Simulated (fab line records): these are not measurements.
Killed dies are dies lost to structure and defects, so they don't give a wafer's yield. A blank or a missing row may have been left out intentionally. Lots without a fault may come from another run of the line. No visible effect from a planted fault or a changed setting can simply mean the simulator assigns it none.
fab line records	flow nandHarc
[record] lots = 12	wafers = 36	lastDay = 24
route steps=1159 shown A_CONTACT@943 A_BLC@969 END@1159
lots that met no fault: taken from a fault-free run of the same line
startH: hours from the record's first day to the start of the lot's first wafer shown	waitH: how many hours have passed since the lot's step before this one	" identical to the entry in the row above	L1.1+2: one row covering several wafers at once	- no value, or no start given	* or withheld: withheld	< > ~ a bound
route shown NAME@n: names a module that has steps shown in the file, with the first one's number in the route	usual: mean/standard deviation of fault-free wafers	same: alike in all rows	chamber/n: place in a boat	sites: the reading at each site	_std_site: standard deviation across them	_edge_site: the outer-site mean with the inner-site mean subtracted	radiusMm: how far each site lies from the wafer's centre	mask NAME#n: copy n	behind: the last tool/chamber to shape the wafer	hold: what put the lot on hold/how long, in hours/how the hold closed	device: the transistor (n, p or np) that didn't switch	end of line: tests run on the same wafers once the route is complete	a step given without rows: its recipe and nothing more	killed: count of dies lost to structure and defects at first sort (not the wafer's yield)	map: shows each die of a wafer: x if killed, . if not, _ if none is there
set.NAME: the setting that was run; set.NAME@STEP: the one run at that earlier step	model.NAME: the simulator's own value behind a step, which no gauge read
the route's steps for a sample of lots (tables are steps, rows are wafers)
services: a tool's chamber out of use, with start hour (startH, from the record's first day; less than 0 if before it), hours out, and reason
[[steps]]
[step NHARC_A_CONTACT_ETCH_134]
[recipe] sourceW = withheld	pressureMtorr = 20	biasV = withheld	timeS = 140	targetDepthA = 7000	arFlowSccm = withheld	c4f8FlowSccm = withheld	o2FlowSccm = withheld	chemistry = C4F8/O2/Ar
[usual] chamberPressureMTorr = 20.001/0.018
lot.wafer	tool	chamber	startH	waitH	chamberPressureMTorr	rfHoursCounterH
L109.3	harCapEtch-03	1	390.54	-	19.991	-
L109.4	"	0	"	"	20.033	-
L109.5	"	1	"	"	19.971	-
L113.2	harCapEtch-03	1	409.38	-	19.989	87
L113.5	"	0	"	"	19.999	-
L113.6	"	1	"	"	19.954	-
L114.1	harCapEtch-03	1	415.82	-	19.995	88
L114.4	"	0	"	"	20.000	-
L114.3	"	1	"	"	19.996	-
L111.2	harCapEtch-01	1	422.81	-	20.004	66
L111.6	"	1	"	"	19.987	-
L111.5	"	0	"	"	19.986	-
L116.1	harCapEtch-03	1	425.90	-	20.026	89
L116.4	"	0	"	"	20.029	-
L116.6	"	0	"	"	20.003	-
L115.2	harCapEtch-03	0	442.01	-	20.011	91
L115.6	"	1	"	"	20.029	-
L115.5	"	0	"	"	19.954	-
L123.3	harCapEtch-02	0	472.03	-	20.009	-
L123.5	"	0	"	"	19.985	-
L123.6	"	1	"	"	20.002	-
L125.2	harCapEtch-03	1	493.65	-	19.991	101
L125.3	"	1	"	"	20.019	-
L125.6	"	0	"	"	20.005	-
L124.1	harCapEtch-02	1	494.73	-	20.003	32
L124.4	"	0	"	"	19.999	-
L124.6	"	0	"	"	19.983	-
L127.1	harCapEtch-03	0	507.26	-	20.012	103
L127.3	"	0	"	"	20.010	-
L127.4	"	1	"	"	20.016	-
L129.1	harCapEtch-01	0	517.15	-	20.027	82
L129.2	"	1	"	"	20.002	82
L129.5	"	1	"	"	20.006	-
L128.2	harCapEtch-03	0	517.39	-	20.004	104
L128.4	"	0	"	"	20.002	-
L128.5	"	0	"	"	20.011	-
[step NHARC_A_CONTACT_STRIP_26]
[recipe] o2FlowSccm = 500	arFlowSccm = 0	biasW = 0	chemistry = O2
[usual] chamberPressureMTorr = 60.00/0.053	drypumpMotorCurrentA = 5.8/0.39	oesProductAu = 0.997/0.011	rfVppV = 57.9/0.9	showerheadPlenumPTorr = 3.55/0.16	throttleValvePct = 17.038/0.0089
lot.wafer	tool	chamber	startH	waitH	chamberPressureMTorr	drypumpMotorCurrentA	oesProductAu	rfHoursCounterH	rfVppV	showerheadPlenumPTorr	throttleValvePct
L109.4	rieDiel-10	1	-	-	59.96	5.8	0.997	5	56.9	3.30	17.040
L109.3	"	0	"	"	59.98	5.7	1.006	5	58.2	3.74	17.043
L109.5	"	2	"	"	60.00	6.8	0.993	-	59.0	3.70	17.030
L113.2	rieDiel-10	3	-	-	60.01	5.5	0.988	8	58.5	3.55	17.039
L113.6	"	3	"	"	60.07	5.5	0.991	-	57.6	3.55	17.054
L113.5	"	0	"	"	60.00	5.7	1.011	-	57.6	3.74	17.028
L114.1	rieDiel-02	1	-	-	60.04	5.6	0.977	33	59.2	3.53	17.042
L114.3	"	2	"	"	59.92	5.9	0.980	33	59.9	3.75	17.028
L114.4	"	0	"	"	60.00	5.8	1.002	30	59.6	3.51	17.039
L111.2	rieDiel-09	2	-	-	59.96	5.6	1.010	56	57.7	3.54	17.040
L111.6	"	1	"	"	60.04	5.2	0.986	-	59.7	3.66	17.042
L111.5	"	2	"	"	60.03	5.6	1.006	-	58.2	3.54	17.029
L116.1	rieDiel-02	2	-	-	60.03	5.9	0.971	35	58.2	3.75	17.041
L116.4	"	1	"	"	59.99	5.6	0.995	35	58.2	3.52	17.053
L116.6	"	2	"	"	59.94	5.9	0.989	-	58.1	3.75	17.046
L115.2	rieDiel-10	2	-	-	60.09	6.8	1.009	13	57.5	3.70	17.033
L115.5	"	1	"	"	60.08	5.8	0.992	-	58.1	3.30	17.036
L115.6	"	2	"	"	60.05	6.7	0.998	-	55.6	3.70	17.035
L123.3	rieDiel-09	3	-	-	60.11	6.2	1.025	12	58.0	3.73	17.038
L123.6	"	1	"	"	60.11	5.2	0.996	-	58.7	3.65	17.048
L123.5	"	2	"	"	60.03	5.6	0.997	-	55.9	3.53	17.059
L125.3	rieDiel-10	1	-	-	60.01	5.7	1.002	24	55.8	3.29	17.025
L125.2	"	0	"	"	59.92	5.7	1.002	23	58.2	3.73	17.039
L125.6	"	1	"	"	59.99	5.7	1.009	-	57.6	3.29	17.041
L124.1	rieDiel-10	0	-	-	59.98	5.7	1.015	24	59.3	3.73	17.042
L124.4	"	3	"	"	60.04	5.5	0.997	23	57.4	3.54	17.031
L124.6	"	0	"	"	60.09	5.7	1.020	-	58.9	3.73	17.049
L127.3	rieDiel-09	2	-	-	59.98	5.6	1.013	24	56.4	3.52	17.043
L127.4	"	3	"	"	60.08	6.2	1.016	25	58.7	3.72	17.029
L127.1	"	0	"	"	60.03	5.6	1.001	24	57.4	3.31	17.024
L129.2	rieDiel-02	1	-	-	59.95	5.7	1.009	1	58.2	3.51	17.051
L129.1	"	0	"	"	59.95	5.8	0.996	1	57.9	3.49	17.042
L129.5	"	2	"	"	60.01	5.8	0.998	-	58.9	3.74	17.044
L128.2	rieDiel-02	2	-	-	59.94	5.9	0.994	1	58.7	3.74	17.043
L128.4	"	3	"	"	60.06	5.6	1.001	1	56.8	3.30	17.037
L128.5	"	0	"	"	60.04	5.8	0.998	-	56.7	3.49	17.051
[step NHARC_A_BLC_SOFTBAKE_05]
[recipe] tempC = 105	timeS = 55
[usual] heaterPowerTotalW = 188.44/0.12
lot.wafer	tool	chamber	startH	waitH	heaterPowerTotalW
L109.3	lithoTrack-06	0	402	-	188.52
L109.4	"	0	"	"	188.37
L109.5	"	0	"	"	188.81
L113.2	lithoTrack-01	0	418	-	188.35
L113.5	"	0	"	"	188.73
L113.6	"	0	"	"	188.52
L114.1	lithoTrack-04	0	423	-	188.41
L114.3	"	0	"	"	188.32
L114.4	"	0	"	"	188.38
L111.2	lithoTrack-01	0	426	-	188.45
L111.5	"	0	"	"	188.51
L111.6	"	0	"	"	188.32
L116.1	lithoTrack-01	0	431	-	188.44
L116.4	"	0	"	"	188.49
L116.6	"	0	"	"	188.59
L115.2	lithoTrack-06	0	445	-	188.37
L115.5	"	0	"	"	188.30
L115.6	"	0	"	"	188.35
L123.3	lithoTrack-06	0	475	-	188.36
L123.5	"	0	"	"	188.47
L123.6	"	0	"	"	188.50
L125.2	lithoTrack-01	0	502	-	185.33
L125.3	"	0	"	"	185.35
L125.6	"	0	"	"	185.51
L124.1	lithoTrack-01	0	503	-	185.73
L124.4	"	0	"	"	185.66
L124.6	"	0	"	"	185.29
L127.1	lithoTrack-01	0	515	-	185.42
L127.3	"	0	"	"	185.29
L127.4	"	0	"	"	185.22
L129.1	lithoTrack-06	0	523	-	188.48
L129.2	"	0	"	"	188.27
L129.5	"	0	"	"	188.36
L128.2	lithoTrack-04	0	527	-	188.29
L128.4	"	0	"	"	188.35
L128.5	"	0	"	"	188.41
[step NHARC_A_BLC_DESCUM_15]
[recipe] timeS = 3	o2FlowSccm = 200	arFlowSccm = 0	biasPowerW = 0	chemistry = O2
[usual] chamberPressureMTorr = 60.00/0.053	drypumpMotorCurrentA = 5.6/0.51	oesProductAu = 1.001/0.0093	rfVppV = 57.9/0.99	showerheadPlenumPTorr = 1.92/0.095	throttleValvePct = 11.309/0.0096
lot.wafer	tool	chamber	startH	waitH	chamberPressureMTorr	drypumpMotorCurrentA	oesProductAu	rfHoursCounterH	rfVppV	showerheadPlenumPTorr	throttleValvePct
L109.3	rieDiel-05	3	402.86	0.1	59.99	5.6	1.002	6	58.1	1.86	11.296
L109.5	"	0	"	"	60.03	5.0	1.001	-	57.8	2.03	11.298
L109.4	"	3	"	"	60.01	5.6	1.002	-	56.5	1.86	11.321
L113.2	rieDiel-12	0	418.80	0.1	59.99	5.4	0.973	2	56.8	1.80	11.301
L113.6	"	0	"	"	59.98	5.4	0.983	-	58.2	1.80	11.303
L113.5	"	1	"	"	60.11	4.9	1.024	-	58.5	1.77	11.310
L114.3	rieDiel-05	3	423.59	0.1	60.04	5.6	0.995	9	56.8	1.86	11.314
L114.4	"	0	"	"	59.90	5.0	1.012	8	59.7	2.03	11.295
L114.1	"	1	"	"	60.05	6.5	1.006	8	57.0	1.90	11.312
L111.2	rieDiel-05	0	427.29	0.1	60.03	5.0	0.989	9	58.9	2.03	11.305
L111.6	"	1	"	"	60.02	6.5	0.987	-	57.7	1.90	11.312
L111.5	"	2	"	"	60.01	5.7	0.991	-	55.3	1.93	11.322
L116.4	rieDiel-05	0	432.38	0.1	59.97	5.0	0.997	9	58.0	2.03	11.295
L116.1	"	2	"	"	60.06	5.7	1.013	9	57.2	1.93	11.305
L116.6	"	0	"	"	60.02	5.0	0.993	-	57.7	2.03	11.314
L115.2	rieDiel-03	0	446.52	0.1	60.06	5.2	1.005	16	56.6	1.82	11.312
L115.5	"	2	"	"	59.98	5.3	1.003	-	59.7	2.05	11.297
L115.6	"	3	"	"	60.01	6.3	0.995	-	57.5	1.78	11.311
L123.3	rieDiel-05	1	476.47	0.1	59.99	6.5	1.015	14	59.3	1.90	11.305
L123.5	"	2	"	"	60.06	5.8	1.011	-	57.2	1.93	11.291
L123.6	"	3	"	"	59.95	5.7	1.004	-	57.7	1.86	11.316
L125.2	rieDiel-12	2	503.45	0.1	59.98	5.4	0.986	12	57.2	2.04	11.301
L125.3	"	3	"	"	59.96	5.7	0.993	11	57.7	1.92	11.323
L125.6	"	3	"	"	59.89	5.7	1.011	-	58.4	1.92	11.317
L124.4	rieDiel-03	3	503.64	0.1	59.96	6.2	1.006	37	58.0	1.77	11.341
L124.1	"	0	"	"	60.05	5.2	1.005	38	58.2	1.82	11.327
L124.6	"	3	"	"	59.96	6.2	1.006	-	57.2	1.77	11.302
L127.4	rieDiel-12	0	515.59	0.1	60.05	5.4	0.979	11	56.5	1.79	11.317
L127.3	"	1	"	"	59.93	4.9	1.008	13	57.1	1.77	11.307
L127.1	"	2	"	"	59.97	5.4	1.001	13	57.9	2.04	11.291
L129.2	rieDiel-12	2	524.02	0.1	60.03	5.4	0.997	14	58.6	2.04	11.317
L129.1	"	3	"	"	59.93	5.7	0.998	13	57.5	1.92	11.310
L129.5	"	2	"	"	59.98	5.3	1.006	-	57.6	2.04	11.314
L128.4	rieDiel-05	1	527.80	0.1	59.97	6.5	0.997	0	59.1	1.90	11.305
L128.2	"	2	"	"	59.99	5.8	0.996	0	57.2	1.93	11.322
L128.5	"	1	"	"	60.05	6.5	0.993	-	55.9	1.90	11.319
[step NHARC_END_SORT_01]
[recipe] tempC = 25
[usual] killedAtArray = 25/9.7	killedAtOther = 0.7/0.87	killedAtPeriphery = 3.3/2.3	killedDies = 29/11	killedOpen = 3.6/2.1	killedShort = 2.3/1.7
[same] grossDies = 677
lot.wafer	tool	chamber	startH	waitH	killedAtArray	killedAtOther	killedAtPeriphery	killedDies	killedOpen	killedShort
L109.3	prober-02	0	453.38	3.1	22	0	4	26	1	1
L109.4	prober-02	0	454.19	3.4	23	1	4	28	3	3
L109.5	prober-02	0	454.99	3.7	12	0	4	16	1	2
L113.2	prober-01	0	461.63	2.8	27	0	1	28	8	4
L113.5	prober-01	0	464.07	3.7	13	0	3	16	3	0
L113.6	prober-01	0	464.88	4.1	17	0	0	17	1	2
L114.1	prober-02	0	470.33	2.5	30	0	2	32	4	8
L114.3	prober-02	0	471.91	3.1	30	0	2	32	2	2
L114.4	prober-02	0	472.71	3.4	25	0	3	28	8	0
L111.2	prober-01	0	471.08	2.8	36	0	4	40	8	2
L111.5	prober-01	0	473.45	3.6	32	0	5	37	6	1
L111.6	prober-01	0	474.23	3.9	21	1	1	23	2	1
L116.1	prober-01	0	480.85	2.5	20	2	1	23	4	1
L116.4	prober-01	0	483.26	3.4	31	1	2	34	6	2
L116.6	prober-01	0	484.87	4.0	18	1	4	23	5	2
L115.2	prober-01	0	494.71	2.8	28	0	7	35	1	5
L115.5	prober-01	0	497.12	3.7	22	0	7	29	4	1
L115.6	prober-01	0	497.92	4.0	21	0	5	26	3	5
L123.3	prober-01	0	525.26	3.1	22	1	1	24	1	1
L123.5	prober-01	0	526.87	3.7	23	2	1	26	6	4
L123.6	prober-01	0	527.68	4.0	30	0	1	31	3	2
L124.1	prober-02	0	550.59	2.5	39	1	1	41	2	1
L124.4	prober-02	0	553.00	3.4	44	0	4	48	6	2
L124.6	prober-02	0	554.61	4.0	35	0	3	38	2	4
L125.2	prober-01	0	553.00	2.8	23	1	5	29	2	4
L125.3	prober-01	0	553.81	3.1	26	0	4	30	4	1
L125.6	prober-01	0	556.24	4.0	24	0	4	28	6	2
L127.1	prober-02	0	563.07	2.5	43	0	7	50	6	4
L127.3	prober-02	0	564.68	3.1	45	3	1	49	3	2
L127.4	prober-02	0	565.48	3.4	50	2	2	54	4	4
L129.1	prober-01	0	582.56	2.5	17	2	3	22	5	4
L129.2	prober-01	0	583.35	2.8	27	0	2	29	3	2
L129.5	prober-01	0	585.72	3.7	13	0	3	16	0	5
L128.2	prober-02	0	583.39	2.8	39	0	0	39	4	1
L128.4	prober-02	0	584.97	3.4	41	1	0	42	3	3
L128.5	prober-02	0	585.77	3.7	44	1	3	48	6	0
// killed by level:class
L109.3 A_SLIT:chamberFilmFlake=12 A_CHANNEL_HOLE_D1:chamberFilmFlake=6 P_M1:chamberFilmFlake=2 A_CONTACT:chamberFilmFlake=2 P_CONTACT:geometricParticle:open=1 A_CHANNEL_FILL_D1:geometricParticle:short=1 P_M0:chamberFilmFlake=1 A_STAIRCASE:chamberFilmFlake=1
L109.4 A_CHANNEL_HOLE_D1:chamberFilmFlake=7 A_SLIT:chamberFilmFlake=7 P_M1:chamberFilmFlake=3 A_M0:geometricParticle:short=2 A_STAIRCASE:chamberFilmFlake=2 A_SOURCE_PLATE:geometricParticle:open=1 A_ONON_D1:geometricParticle:open=1 A_CHANNEL_FILL_D1:geometricParticle:short=1
L109.5 A_CHANNEL_HOLE_D1:chamberFilmFlake=4 A_SLIT:chamberFilmFlake=4 P_M1:chamberFilmFlake=3 A_WL_FILL:geometricParticle:short=1 A_M0:geometricParticle:open=1 A_M0:geometricParticle:short=1 P_STI:chamberFilmFlake=1 A_STAIRCASE:chamberFilmFlake=1
L113.2 A_CHANNEL_HOLE_D1:chamberFilmFlake=12 A_CHANNEL_FILL_D1:geometricParticle:open=3 A_CONTACT:geometricParticle:open=2 A_CONTACT:chamberFilmFlake=2 P_CONTACT:geometricParticle:short=1 A_ONON_D1:geometricParticle:short=1 A_CHANNEL_FILL_D1:geometricParticle:short=1 A_SGD_CUT:geometricParticle:open=1
L113.5 A_CHANNEL_HOLE_D1:chamberFilmFlake=9 A_M0:geometricParticle:open=2 P_STI:geometricParticle:open=1 P_STI:chamberFilmFlake=1 P_BONDPAD:chamberFilmFlake=1 A_STAIRCASE:chamberFilmFlake=1 A_CONTACT:chamberFilmFlake=1
L113.6 A_CHANNEL_HOLE_D1:chamberFilmFlake=10 A_CONTACT:chamberFilmFlake=2 A_ONON_D1:geometricParticle:short=1 A_CHANNEL_FILL_D1:geometricParticle:open=1 A_SGD_CUT:geometricParticle:short=1 A_CHANNEL_FILL_D1:chamberFilmFlake=1 A_STAIRCASE:chamberFilmFlake=1
L114.1 A_SLIT:chamberFilmFlake=10 A_M0:chamberFilmFlake=4 A_CHANNEL_FILL_D1:geometricParticle:short=3 A_M0:geometricParticle:short=3 A_CHANNEL_HOLE_D1:chamberFilmFlake=3 A_ONON_D1:geometricParticle:open=2 P_M2:geometricParticle:open=1 A_ONON_D1:geometricParticle:short=1
L111.2 A_CHANNEL_HOLE_D1:chamberFilmFlake=11 A_SLIT:chamberFilmFlake=9 A_CONTACT:chamberFilmFlake=4 A_CONTACT:geometricParticle:open=3 A_M0:chamberFilmFlake=3 P_GATE:chamberFilmFlake=2 P_GATE:geometricParticle:open=1 P_M0:geometricParticle:open=1
L114.3 A_SLIT:chamberFilmFlake=14 A_CHANNEL_HOLE_D1:chamberFilmFlake=5 A_M0:chamberFilmFlake=3 A_STAIRCASE:chamberFilmFlake=2 A_CONTACT:chamberFilmFlake=2 A_ONON_D1:geometricParticle:short=1 A_WL_FILL:geometricParticle:open=1 A_WL_FILL:geometricParticle:short=1
L114.4 A_SLIT:chamberFilmFlake=12 A_CHANNEL_HOLE_D1:chamberFilmFlake=5 A_CONTACT:geometricParticle:open=2 A_CONTACT:chamberFilmFlake=2 P_CONTACT:geometricParticle:open=1 P_M0:geometricParticle:open=1 A_SOURCE_PLATE:geometricParticle:open=1 A_ONON_D1:geometricParticle:open=1
L111.5 A_CHANNEL_HOLE_D1:chamberFilmFlake=11 A_SLIT:chamberFilmFlake=8 A_CONTACT:chamberFilmFlake=4 A_M0:chamberFilmFlake=3 A_BLC:geometricParticle:open=2 P_ZERO_WELL:chamberFilmFlake=2 P_GATE:chamberFilmFlake=2 P_M0:geometricParticle:open=1
L111.6 A_CHANNEL_HOLE_D1:chamberFilmFlake=8 A_SLIT:chamberFilmFlake=7 A_STAIRCASE:chamberFilmFlake=2 A_CONTACT:chamberFilmFlake=2 A_CONTACT:geometricParticle:short=1 A_CONTACT:geometricParticle:open=1 P_M1:chamberFilmFlake=1 STARTING-WAFER:geometricParticle:open=1
L116.1 A_CHANNEL_HOLE_D1:chamberFilmFlake=8 A_CONTACT:chamberFilmFlake=4 A_ONON_D1:geometricParticle:open=2 A_ZERO_WELL:chamberFilmFlake=2 THIN_TSV:chamberFilmFlake=2 A_CHANNEL_FILL_D1:geometricParticle:short=1 A_CONTACT:geometricParticle:open=1 A_M0:geometricParticle:open=1
L116.4 A_CHANNEL_HOLE_D1:chamberFilmFlake=19 A_CONTACT:chamberFilmFlake=4 A_CONTACT:geometricParticle:open=2 A_ZERO_WELL:chamberFilmFlake=2 P_CONTACT:geometricParticle:open=1 P_M2:geometricParticle:open=1 A_WL_FILL:geometricParticle:short=1 A_WL_FILL:geometricParticle:open=1
L116.6 A_CHANNEL_HOLE_D1:chamberFilmFlake=12 A_CONTACT:geometricParticle:open=2 P_CONTACT:geometricParticle:open=1 P_M1:geometricParticle:open=1 A_CHANNEL_FILL_D1:geometricParticle:short=1 A_WL_FILL:geometricParticle:short=1 A_M0:geometricParticle:open=1 P_ZERO_WELL:chamberFilmFlake=1
L115.2 A_CONTACT:chamberFilmFlake=9 A_BONDPAD:chamberFilmFlake=5 A_STAIRCASE:chamberFilmFlake=4 P_ZERO_WELL:chamberFilmFlake=3 P_GATE:chamberFilmFlake=3 A_SOURCE_PLATE:geometricParticle:short=2 A_CHANNEL_HOLE_D1:chamberFilmFlake=2 A_SLIT:chamberFilmFlake=2
L115.5 A_CONTACT:chamberFilmFlake=7 A_CHANNEL_HOLE_D1:chamberFilmFlake=5 A_WL_FILL:geometricParticle:open=3 P_GATE:chamberFilmFlake=3 A_WL_FILL:chamberFilmFlake=3 P_ZERO_WELL:chamberFilmFlake=2 A_BONDPAD:chamberFilmFlake=2 P_CONTACT:geometricParticle:open=1
L115.6 A_CONTACT:chamberFilmFlake=3 P_GATE:chamberFilmFlake=3 A_CHANNEL_HOLE_D1:chamberFilmFlake=3 A_SLIT:chamberFilmFlake=3 A_BONDPAD:chamberFilmFlake=3 A_CONTACT:geometricParticle:open=2 P_M0:geometricParticle:open=1 A_SOURCE_PLATE:geometricParticle:short=1
L123.3 A_CHANNEL_HOLE_D1:chamberFilmFlake=13 A_CONTACT:chamberFilmFlake=3 A_STAIRCASE:chamberFilmFlake=2 A_CHANNEL_HOLE_D1:geometricParticle:short=1 A_CONTACT:geometricParticle:open=1 P_STI:chamberFilmFlake=1 A_ZERO_WELL:chamberFilmFlake=1 A_SLIT:chamberFilmFlake=1
L123.5 A_CHANNEL_HOLE_D1:chamberFilmFlake=8 A_ONON_D1:geometricParticle:short=3 A_M0:chamberFilmFlake=3 A_WL_FILL:geometricParticle:open=2 A_CONTACT:chamberFilmFlake=2 P_CONTACT:geometricParticle:open=1 A_CHANNEL_FILL_D1:geometricParticle:short=1 A_CONTACT:geometricParticle:open=1
L123.6 A_CHANNEL_HOLE_D1:chamberFilmFlake=18 A_STAIRCASE:chamberFilmFlake=5 A_ONON_D1:geometricParticle:open=1 A_CHANNEL_FILL_D1:geometricParticle:short=1 A_WL_FILL:geometricParticle:short=1 A_CONTACT:geometricParticle:open=1 A_BLC:geometricParticle:open=1 P_GATE:chamberFilmFlake=1
L124.1 A_CHANNEL_HOLE_D1:chamberFilmFlake=18 A_SLIT:chamberFilmFlake=15 P_STI:geometricParticle:open=1 A_ONON_D1:geometricParticle:short=1 STARTING-WAFER:geometricParticle:open=1 A_ZERO_WELL:chamberFilmFlake=1 A_CHANNEL_FILL_D1:chamberFilmFlake=1 A_STAIRCASE:chamberFilmFlake=1
L125.2 A_CHANNEL_HOLE_D1:chamberFilmFlake=6 A_STAIRCASE:chamberFilmFlake=6 A_CONTACT:chamberFilmFlake=5 P_ZERO_WELL:chamberFilmFlake=3 A_WL_FILL:geometricParticle:short=2 P_GATE:geometricParticle:short=1 A_CONTACT:geometricParticle:open=1 A_CONTACT:geometricParticle:short=1
L124.4 A_SLIT:chamberFilmFlake=17 A_CHANNEL_HOLE_D1:chamberFilmFlake=12 A_CONTACT:chamberFilmFlake=4 A_ZERO_WELL:chamberFilmFlake=2 A_STAIRCASE:chamberFilmFlake=2 P_GATE:geometricParticle:open=1 P_M0:geometricParticle:open=1 A_CHANNEL_FILL_D1:geometricParticle:short=1
L125.3 A_STAIRCASE:chamberFilmFlake=13 A_CHANNEL_HOLE_D1:chamberFilmFlake=6 A_CONTACT:chamberFilmFlake=3 P_ZERO_WELL:chamberFilmFlake=2 P_GATE:geometricParticle:open=1 P_CONTACT:geometricParticle:short=1 A_ONON_D1:geometricParticle:open=1 A_WL_FILL:geometricParticle:open=1
L124.6 A_SLIT:chamberFilmFlake=15 A_CHANNEL_HOLE_D1:chamberFilmFlake=12 A_STAIRCASE:chamberFilmFlake=3 P_CONTACT:geometricParticle:open=1 P_M0:geometricParticle:short=1 A_ONON_D1:geometricParticle:short=1 A_SGD_CUT:geometricParticle:short=1 A_CONTACT:geometricParticle:open=1
L125.6 A_CONTACT:chamberFilmFlake=8 A_CHANNEL_HOLE_D1:chamberFilmFlake=7 A_STAIRCASE:chamberFilmFlake=4 P_CONTACT:geometricParticle:open=2 A_CONTACT:geometricParticle:open=2 P_CONTACT:geometricParticle:short=1 A_CHANNEL_FILL_D1:geometricParticle:short=1 A_BLC:geometricParticle:open=1
L127.1 A_SLIT:chamberFilmFlake=18 A_CHANNEL_HOLE_D1:chamberFilmFlake=13 A_CONTACT:chamberFilmFlake=5 P_M1:chamberFilmFlake=3 A_CONTACT:geometricParticle:open=2 P_CONTACT:geometricParticle:short=1 P_CONTACT:geometricParticle:open=1 P_M0:geometricParticle:open=1
L127.3 A_SLIT:chamberFilmFlake=21 A_CHANNEL_HOLE_D1:chamberFilmFlake=13 A_WL_FILL:geometricParticle:open=2 A_CHANNEL_FILL_D1:chamberFilmFlake=2 A_STAIRCASE:chamberFilmFlake=2 A_CONTACT:chamberFilmFlake=2 THIN_TSV:chamberFilmFlake=2 A_CHANNEL_FILL_D1:geometricParticle:short=1
L127.4 A_CHANNEL_HOLE_D1:chamberFilmFlake=17 A_SLIT:chamberFilmFlake=14 A_CONTACT:chamberFilmFlake=5 A_STAIRCASE:chamberFilmFlake=4 A_ONON_D1:geometricParticle:short=2 P_M1:chamberFilmFlake=2 THIN_TSV:chamberFilmFlake=2 A_CHANNEL_HOLE_D1:geometricParticle:short=1
L129.1 A_CHANNEL_HOLE_D1:chamberFilmFlake=6 A_CHANNEL_FILL_D1:chamberFilmFlake=2 P_M0:geometricParticle:open=1 P_M0:geometricParticle:short=1 A_SOURCE_PLATE:geometricParticle:open=1 A_ONON_D1:geometricParticle:open=1 A_CHANNEL_FILL_D1:geometricParticle:short=1 A_CHANNEL_FILL_D1:geometricParticle:open=1
L129.2 A_CHANNEL_HOLE_D1:chamberFilmFlake=10 A_CONTACT:chamberFilmFlake=6 A_STAIRCASE:chamberFilmFlake=4 A_SLIT:chamberFilmFlake=2 P_M1:geometricParticle:open=1 A_SGD_CUT:geometricParticle:short=1 A_WL_FILL:geometricParticle:short=1 A_WL_FILL:geometricParticle:open=1
L128.2 A_SLIT:chamberFilmFlake=18 A_CHANNEL_HOLE_D1:chamberFilmFlake=6 A_CONTACT:chamberFilmFlake=4 A_STAIRCASE:chamberFilmFlake=3 A_CHANNEL_FILL_D1:geometricParticle:open=2 A_BLC:chamberFilmFlake=2 A_ONON_D1:geometricParticle:short=1 A_BLC:geometricParticle:open=1
L128.4 A_SLIT:chamberFilmFlake=20 A_CONTACT:chamberFilmFlake=4 A_CHANNEL_HOLE_D1:chamberFilmFlake=4 A_BLC:chamberFilmFlake=3 A_CONTACT:geometricParticle:open=2 A_ZERO_WELL:chamberFilmFlake=2 A_WL_FILL:chamberFilmFlake=2 A_CHANNEL_FILL_D1:geometricParticle:short=1
L129.5 A_CONTACT:chamberFilmFlake=5 A_STAIRCASE:chamberFilmFlake=3 A_WL_FILL:geometricParticle:short=2 A_CHANNEL_HOLE_D1:chamberFilmFlake=2 P_GATE:geometricParticle:short=1 P_CONTACT:geometricParticle:short=1 A_CHANNEL_FILL_D1:geometricParticle:short=1 P_STI:chamberFilmFlake=1
L128.5 A_SLIT:chamberFilmFlake=16 A_CHANNEL_HOLE_D1:chamberFilmFlake=8 A_STAIRCASE:chamberFilmFlake=7 P_STI:chamberFilmFlake=3 A_CONTACT:geometricParticle:open=2 A_WL_FILL:chamberFilmFlake=2 A_CONTACT:chamberFilmFlake=2 A_BLC:chamberFilmFlake=2
[[services]]
tool	chamber	startH	hours	kind
rieDiel-05	0	374.10	-	clean
rieDiel-05	1	374.10	-	clean
rieDiel-02	1	377.35	2.2	repair
rieDiel-12	-	379.40	9.0	pm
rieDiel-03	-	392.41	9.0	pm
rieDiel-09	2	401.69	12.6	repair
harCapEtch-02	-	408.66	1.6	repair
rieDiel-09	2	428.25	14.1	repair
rieDiel-09	-	431.26	9.0	pm
rieDiel-03	3	438.14	1.9	repair
lithoTrack-01	-	443.00	7.0	pm
rieDiel-09	3	453.44	1.9	repair
rieDiel-03	2	457.71	3.9	repair
rieDiel-12	0	458.16	4.6	repair
rieDiel-09	-	461.79	0.3	repair
rieDiel-10	2	462.02	18.7	repair
rieDiel-12	3	464.19	2.7	repair
lithoTrack-06	-	467.00	7.0	pm
rieDiel-03	0	477.72	8.0	repair
lithoTrack-04	-	491.00	7.0	pm
rieDiel-05	0	492.40	8.0	repair
rieDiel-02	-	505.18	9.0	pm
rieDiel-12	0	516.55	15.7	repair
rieDiel-05	-	517.60	9.0	pm
[[key]]
[firstSign] step = NHARC_A_BLC_SOFTBAKE_05	reading = heaterPowerTotalW	direction = down	sigmas = 24	usual = *	struck = *
effect none on later readings
metAt NHARC_A_BLC_SOFTBAKE_05
struckLots L124,L125,L127
testerLeftOut L124,L125,L127
[loopTrim] step = NHARC_A_BLC_EXPOSE_07	setting = dose	lots = L127
notActingAt NHARC_A_CONTACT_ETCH_134,NHARC_A_CONTACT_STRIP_26,NHARC_A_BLC_DESCUM_15
onsetBetween 431 502
[fault] kind = processParameterDrift	tool = lithoTrack-01	chamber = -	onsetH = 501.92	steps = NHARC_A_BLC_SOFTBAKE_05	channel = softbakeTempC	offset = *	shape = step	endH = 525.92	actsIn = *	stated = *
// testerLeftOut: of these lots the tester's yield and bins aren't shown, on N5 and GAA mostly nor the transistor test; their killed dies are dies lost to structure and defects alone, not to doping, threshold or leakage, so they don't give the yield
// loopTrim: a control loop set the setting to another value than it would have without faults
